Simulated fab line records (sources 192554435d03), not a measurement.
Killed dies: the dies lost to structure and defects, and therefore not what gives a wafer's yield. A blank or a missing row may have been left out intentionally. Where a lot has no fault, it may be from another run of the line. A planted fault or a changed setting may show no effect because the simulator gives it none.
Chamber matching -- flow n5Finfet -- 4 sister chambers for N5_BEOL_M1_ALD_84 on aldMetal-02
The step deposits TaN, pulse time 2 s, purge time 3 s, co reactant purge time 2 s. 14 wafers are shown with their chamber, then 7 later ones without.

WAFERS, EACH WITH ITS CHAMBER
wafer,chamber,heaterPowerW (W),chamberPressureTorr (Torr)
L078.1,0,438,3.012
L078.4,1,449,3.004
L078.6,2,461,3.000
L081.2,0,447,3.002
L081.5,3,404,3.001
L081.6,2,441,2.998
L080.1,3,404,2.997
L080.3,1,451,2.989
L080.5,3,396,2.995
L091.1,3,404,3.001
L091.3,1,433,3.001
L091.6,3,400,2.997
L095.4,1,447,2.998
L095.5,3,407,2.986

SIGNATURES, as means of the wafers listed above
reading,chamber 0,chamber 1,chamber 2,chamber 3,scatter within a chamber
heaterPowerW,442.50,445.00,451.00,402.50,7.18
chamberPressureTorr,3.00700,2.99800,2.99900,2.99617,0.00575
Rule: a wafer lies at a distance from a chamber equal to the root of the sum of squares, over the readings, of (its reading less the chamber's mean, divided by the reading's scatter). If the next closest chamber is less than 2 further off than the closest, the wafer can't be placed; otherwise it belongs to the closest. The scatter: take each reading less its chamber's mean, square it, sum over the shown wafers, divide by the number of wafers less the number of chambers, and take the root.

WAFERS WITHOUT THEIR CHAMBER
wafer,heaterPowerW (W),chamberPressureTorr (Torr)
L095.6,447,2.995
L096.2,399,3.004
L096.3,443,2.997
L096.6,446,2.999
L097.1,443,3.002
L097.2,447,2.999
L097.5,445,2.996

THE CHAMBER EACH PASSED THROUGH
wafer,from the rows above,in truth
L095.6,can't be placed: 1 or 2 or 0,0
L096.2,3,3
L096.3,can't be placed: 1 or 2 or 0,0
L096.6,can't be placed: 1 or 2 or 0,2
L097.1,can't be placed: 1 or 0 or 2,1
L097.2,can't be placed: 1 or 2 or 0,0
L097.5,can't be placed: 1 or 2 or 0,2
Correct placement for 1 of the 7. Can't be placed from these rows: 6 (the true chamber is among the candidates in 6). Wrongly placed: 0.
